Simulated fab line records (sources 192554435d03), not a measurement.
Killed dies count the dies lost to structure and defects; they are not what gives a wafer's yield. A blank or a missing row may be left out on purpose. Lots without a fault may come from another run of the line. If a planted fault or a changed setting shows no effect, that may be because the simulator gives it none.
Code-filled problem report in 8D (eight disciplines) form :: flow n5Finfet :: the parts of the form that need people (team, actions taken, sign-off) are left out

1. WHAT WENT WRONG
Wafers without a fault read 1499.8 rpm, standard deviation 1.1; spinSpeedRpm at N5_BEOL_M6_COAT_59 reads a mean of 1571.2 rpm on 6 wafers belonging to 2 lots. That puts it +65 standard deviations away from the usual mean.
The step: time 60 s, resist thk 100 nm.
First observed at day 11 11:31: wafer L839.1, on lithoTrack-02. The record has a number at this step for 12 wafers belonging to 4 lots. By rule, "out" or "out of limits" means more than 4 standard deviations away from the usual mean. The other wafers with a number count as sound.

2. WHAT THIS IS AND IS NOT
question: which readings at this step
is: spinSpeedRpm
is not: plateTempC

question: which lots
is: L838, L839
is not: L828, L841

question: which wafers of those lots
is: all that have a number
is not: -

question: read on which tools
is: lithoTrack-02
is not: lithoTrack-05

question: when
is: from day 11 11:31
is not: up to then (3 sound wafers); but 3 sound wafers of L841 came after

3. WHAT RULES OUT EACH SUSPECT
Counting: a tool stays on the suspect list if, at a process step up to the reading, it processed all lots that are out and no sound lot following the first of them.
- lithoTrack-02 at N5_BEOL_M6_COAT_59 (time 60 s, resist thk 100 nm): kept. All lots that are out passed through it, beginning with L839 at day 11 11:31, and no sound lot followed; its final sound lot before that point was L828 at day 8 11:21. On those wafers its own readings are out: spinSpeedRpm.
Left after counting: lithoTrack-02 at N5_BEOL_M6_COAT_59.

4. THE CAUSE (what the simulator had put in)
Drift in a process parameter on lithoTrack-02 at N5_BEOL_M6_COAT_59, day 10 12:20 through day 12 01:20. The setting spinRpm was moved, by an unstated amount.
This tool alone remained once counting was done.

5. SEQUENCE OF EFFECTS, ordered by route
Each row: a reading whose mean over the struck wafers that have a number lies more than 3 standard deviations from the usual. Only readings whose record carries a usual standard deviation are examined. hours: median over the lots of the time between each lot's start at the first step of this table that gives one and its start at this step. sigmas: the change, counted in usual standard deviations.
hours: 0
step: N5_BEOL_M6_COAT_59
reading: spinSpeedRpm
usual: 1499.8 rpm
on struck wafers: 1571.2
change: +71.4
sigmas: +65
The process steps in it:
- N5_BEOL_M6_COAT_59: time 60 s, resist thk 100 nm.

6. HOW IT WOULD HAVE BEEN CAUGHT EARLIER
23 hours passed between the start of the fault at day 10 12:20 and the first reading out of limits in this record, taken at day 11 11:31.
